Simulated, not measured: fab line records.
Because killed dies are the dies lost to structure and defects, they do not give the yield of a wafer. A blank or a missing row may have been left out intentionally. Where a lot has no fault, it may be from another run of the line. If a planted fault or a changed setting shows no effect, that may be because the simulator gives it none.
Split-lot trial -- flow n5_finfet -- route with 1938 steps; 7 lots, 21 wafers read

## ABOUT THE SPLIT
At N5_BEOL_M3_COAT_67 (time 60 s, resist thk 60 nm), the setting spin_rpm was moved away from the recipe's 1500 rpm on 7 of the 21 wafers read, by -4.8% to +11.1%. All remaining wafers had this setting at the recipe value.

## FROM THE SPLIT TO THE READING: what the file shows between them, 7 steps
- N5_BEOL_M3_COAT_68: time 60 s, resist thk 12 nm
- N5_BEOL_M3_COAT_76: time 60 s, resist thk 5 nm
- N5_BEOL_M3_ALD_98: deposits SiO2, target thk 2.5 nm, pulse time 1 s, co reactant pulse time 1 s
- N5_BEOL_M3_ETCHBACK_99: etches SiO2 in CHF3, target depth 5 nm, time 10.4 s
- N5_BEOL_M3_ETCH_70: etches SOC in N2/H2, target depth 80 nm, overetch 16 nm, time 120 s
- N5_BEOL_M3_STRIP_71: strips in N2/H2
- N5_BEOL_M3_STRIP_78: strips in N2/H2

## THE READING
SOC_of_BEOL_M3_COAT_67.thk_nm (the simulator's own value, which no gauge read), in nm, at N5_BEOL_M3_VIA_ETCH_34 (etches the open film in C4F6/O2, target depth 69.4 nm, time 65.9 s). No usual value for it is given in the file. The 14 wafers here that ran the recipe average 52.1 nm, standard deviation 0.18 nm.

wafer,"tool, chamber at the split","spin_rpm as run, rpm",against the recipe,"SOC_of_BEOL_M3_COAT_67.thk_nm, nm",against lot-mates on the recipe
L078.2,"litho_track-04, 0",1583,+5.5%,50.6,-1.4
L078.3,"litho_track-04, 0",1583,+5.5%,50.2,-1.8
L078.5,"litho_track-04, 0",1500,recipe,52,-
L076.1,"litho_track-03, 0",1500,recipe,52.2,-
L076.3,"litho_track-03, 0",1500,recipe,52.2,-
L076.4,"litho_track-03, 0",1500,recipe,52,-
L080.4,"litho_track-04, 0",1500,recipe,52,-
L080.6,"litho_track-04, 0",1500,recipe,52,-
L080.5,"litho_track-04, 0",1500,recipe,51.8,-
L090.3,"litho_track-04, 0",1428,-4.8%,53.8,+1.8
L090.4,"litho_track-04, 0",1500,recipe,52.2,-
L090.5,"litho_track-04, 0",1500,recipe,51.8,-
L091.1,"litho_track-02, 0",1655,+10.3%,48.6,no lot-mate on the recipe
L091.3,"litho_track-02, 0",1655,+10.3%,49.2,no lot-mate on the recipe
L091.4,"litho_track-02, 0",1655,+10.3%,49.2,no lot-mate on the recipe
L093.4,"litho_track-03, 0",1500,recipe,51.8,-
L093.5,"litho_track-03, 0",1500,recipe,52.4,-
L093.6,"litho_track-03, 0",1500,recipe,52.2,-
L095.1,"litho_track-02, 0",1500,recipe,52.2,-
L095.4,"litho_track-02, 0",1500,recipe,52.2,-
L095.5,"litho_track-02, 0",1667,+11.1%,48.8,-3.4

THE FIT
A straight line over all 21 wafers: SOC_of_BEOL_M3_COAT_67.thk_nm changes by -0.302 nm for each +1% of spin_rpm; r = -0.99; the points scatter about the line by 0.21 nm.
The same after taking each lot's own level away (the mean of its wafers on the recipe; 18 wafers): -0.311 nm for each +1%; r = -0.99; scatter 0.18 nm.
That fit puts the effect of the largest move of spin_rpm on the reading at 3.5 nm.
From 51.93 to 52.20 nm: that is the span of the lots' own levels, equal to 1.5 times the standard deviation above.
Hence the lot-to-lot level has little effect on the slope; both slopes agree.
Check: -3.47 nm against its lot-mates is what the line predicts for one of the wafers moved furthest among these (+11.1%) when that wafer is left out of the fit. Against them it came out at -3.4 nm.

## FURTHER SPLITS ON THESE WAFERS
Other splits were also applied to these wafers ahead of the reading. Each is held against what the fit with the lots' levels taken away leaves over:
other split on the same wafers,wafers away from the commonest value,r with SOC_of_BEOL_M3_COAT_67.thk_nm (lot level and that fit taken away)
N5_HKMG_FIN_COAT_06 spin_rpm,9,-0.14
N5_GATE_CUT_CUT_ETCH_54 icp_w,5,-0.35
N5_GATE_CUT_ALD_22 ald_cycles,8,-0.16
N5_MOL_CONTACT_COAG_ETCH_67 source_w,8,+0.13
N5_BEOL_M0_ETCH_138 source_w,6,-0.36
N5_BEOL_M0_ETCH_109 bias_w,9,-0.12
N5_BEOL_M3_ETCH_64 time_s,4,+0.04

## THE WHOLE CHAIN: every reading that the file lists as answering this split, in the file's order
step,what it does,reading,change (the file's fit),r (the file's)
N5_BEOL_M3_COAT_67,"time 60 s, resist thk 60 nm","SOC_of_BEOL_M3_COAT_67.thk_nm (the simulator's own value, which no gauge read)",-0.287 nm for each +1% of the setting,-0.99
N5_BEOL_M3_ETCH_70,"etches SOC in N2/H2, target depth 80 nm, overetch 16 nm, time 120 s","etch.depth_nm (the simulator's own value, which no gauge read)",-0.28 nm for each +1% of the setting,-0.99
N5_BEOL_M3_VIA_ETCH_34,"etches the open film in C4F6/O2, target depth 69.4 nm, time 65.9 s","SOC_of_BEOL_M3_COAT_67.thk_nm (the simulator's own value, which no gauge read)",-0.312 nm for each +1% of the setting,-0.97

## THE FILE'S OWN FIT
SOC_of_BEOL_M3_COAT_67.thk_nm changes by -0.312 nm for each +1% of spin_rpm, r = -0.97.
